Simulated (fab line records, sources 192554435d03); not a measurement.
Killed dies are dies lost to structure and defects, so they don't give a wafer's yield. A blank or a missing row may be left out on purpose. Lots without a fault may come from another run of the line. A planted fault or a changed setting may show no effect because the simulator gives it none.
Split-lot experiment | flow n5_finfet | 7 lots, 39 wafers read, on a route of 1938 steps

THE SPLIT
At N5_FIN_CUT_CUT_ETCH_26 (etches SiNx in CH3F/O2, target depth 39 nm, time 55.7 s), the setting target_depth_a was moved away from the recipe's 390 angstrom on 15 of the 39 wafers read, by -51.1% to +57.2%. The other wafers ran this setting at the recipe's value.

The reading is taken at the split's own step.

THE READING
SOC_of_FIN_CUT_COAT_18.thk_nm (the simulator's own value, which no gauge read), in nm, at N5_FIN_CUT_CUT_ETCH_26 (etches SiNx in CH3F/O2, target depth 39 nm, time 55.7 s). The file gives no usual value for it. The 24 wafers here that ran the recipe average 211.4 nm, standard deviation 0.79 nm.

wafer  | tool, chamber at the split | target_depth_a as run, angstrom | against the recipe | SOC_of_FIN_CUT_COAT_18.thk_nm, nm | against lot-mates on the recipe
L075.1 | rie_diel-03, 0             | 390                             | recipe             | 209.6                             | -
L075.2 | rie_diel-03, 1             | 390                             | recipe             | 210.2                             | -
L075.3 | rie_diel-03, 3             | 613.2                           | +57.2%             | 200                               | -10.3
L075.4 | rie_diel-03, 2             | 613.2                           | +57.2%             | 199.4                             | -10.9
L075.5 | rie_diel-03, 3             | 390                             | recipe             | 211                               | -
L075.6 | rie_diel-03, 2             | 613.2                           | +57.2%             | 200.2                             | -10.1
L081.1 | rie_diel-03, 0             | 502.2                           | +28.8%             | 205.6                             | -6.6
L081.2 | rie_diel-03, 3             | 390                             | recipe             | 212                               | -
L081.3 | rie_diel-03, 2             | 502.2                           | +28.8%             | 207.4                             | -4.8
L081.4 | rie_diel-03, 1             | 390                             | recipe             | 212.6                             | -
L081.5 | rie_diel-03, 0             | 390                             | recipe             | 212                               | -
L081.6 | rie_diel-03, 1             | 502.2                           | +28.8%             | 207.2                             | -5.0
L084.1 | rie_diel-03, 1             | 390                             | recipe             | 211.8                             | -
L084.4 | rie_diel-03, 2             | 390                             | recipe             | 212.6                             | -
L084.6 | rie_diel-03, 0             | 390                             | recipe             | 211.8                             | -
L087.1 | rie_diel-06, 0             | 390                             | recipe             | 211.4                             | -
L087.2 | rie_diel-06, 3             | 390                             | recipe             | 210.8                             | -
L087.3 | rie_diel-06, 1             | 190.6                           | -51.1%             | 221.2                             | +10.2
L087.4 | rie_diel-06, 2             | 190.6                           | -51.1%             | 220.4                             | +9.4
L087.5 | rie_diel-06, 2             | 190.6                           | -51.1%             | 221.4                             | +10.4
L087.6 | rie_diel-06, 1             | 390                             | recipe             | 210.8                             | -
L092.1 | rie_diel-06, 0             | 520.9                           | +33.6%             | 204.8                             | -6.4
L092.2 | rie_diel-06, 2             | 520.9                           | +33.6%             | 204.8                             | -6.4
L092.3 | rie_diel-06, 1             | 520.9                           | +33.6%             | 205                               | -6.2
L092.4 | rie_diel-06, 3             | 390                             | recipe             | 211.8                             | -
L092.5 | rie_diel-06, 1             | 390                             | recipe             | 210.6                             | -
L092.6 | rie_diel-06, 2             | 390                             | recipe             | 211.2                             | -
L096.1 | rie_diel-05, 1             | 390                             | recipe             | 212.4                             | -
L096.2 | rie_diel-05, 2             | 390                             | recipe             | 211.8                             | -
L096.3 | rie_diel-05, 3             | 390                             | recipe             | 212.6                             | -
L096.4 | rie_diel-05, 0             | 390                             | recipe             | 211.8                             | -
L096.5 | rie_diel-05, 1             | 390                             | recipe             | 211                               | -
L096.6 | rie_diel-05, 2             | 390                             | recipe             | 210.8                             | -
L097.1 | rie_diel-06, 0             | 390                             | recipe             | 211                               | -
L097.2 | rie_diel-06, 3             | 237.3                           | -39.2%             | 218.2                             | +7.4
L097.3 | rie_diel-06, 1             | 390                             | recipe             | 210.4                             | -
L097.4 | rie_diel-06, 2             | 237.3                           | -39.2%             | 218                               | +7.2
L097.5 | rie_diel-06, 2             | 390                             | recipe             | 211                               | -
L097.6 | rie_diel-06, 1             | 237.3                           | -39.2%             | 218                               | +7.2

THE FIT
A straight line over all 39 wafers: SOC_of_FIN_CUT_COAT_18.thk_nm changes by -0.188 nm for each +1% of target_depth_a; r = -0.99; the points scatter about the line by 0.78 nm.
The same after taking each lot's own level away (the mean of its wafers on the recipe; 39 wafers): -0.188 nm for each +1%; r = -1.00; scatter 0.5 nm.
On that fit, the largest move of target_depth_a shifts the reading by 11 nm.
The lots' own levels span 210.27 to 212.20 nm, that is 2.5 times the standard deviation above.
So the lot-to-lot level changes the slope little: the two slopes agree.
Check: with one of the wafers moved furthest among these (+57.2%) left out of the fit, the line predicts -10.8 nm for it against its lot-mates. It came out at -10.3 nm against them.

OTHER SPLITS ON THESE WAFERS
These wafers also went through other splits before the reading. Each is held against what the fit with the lots' levels taken away leaves over:
other split on the same wafers | wafers away from the commonest value | r with SOC_of_FIN_CUT_COAT_18.thk_nm (lot level and that fit taken away)
N5_ZERO_LAYER_PECVD_02 time_s  | 12                                   | +0.09
N5_FIN_SAQP_PECVD_06 time_s    | 15                                   | +0.02

THE WHOLE CHAIN: every reading that the file lists as answering this split, in the file's order
step                   | what it does                                            | reading                                                                        | change (the file's fit)               | r (the file's)
N5_FIN_CUT_CUT_ETCH_26 | etches SiNx in CH3F/O2, target depth 39 nm, time 55.7 s | etch.depth_nm (the simulator's own value, which no gauge read)                 | +0.384 nm for each +1% of the setting | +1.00
N5_FIN_CUT_CUT_ETCH_26 | etches SiNx in CH3F/O2, target depth 39 nm, time 55.7 s | SOC_of_FIN_CUT_COAT_18.thk_nm (the simulator's own value, which no gauge read) | -0.188 nm for each +1% of the setting | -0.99

THE FILE'S OWN FIT
SOC_of_FIN_CUT_COAT_18.thk_nm changes by -0.188 nm for each +1% of target_depth_a, r = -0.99.
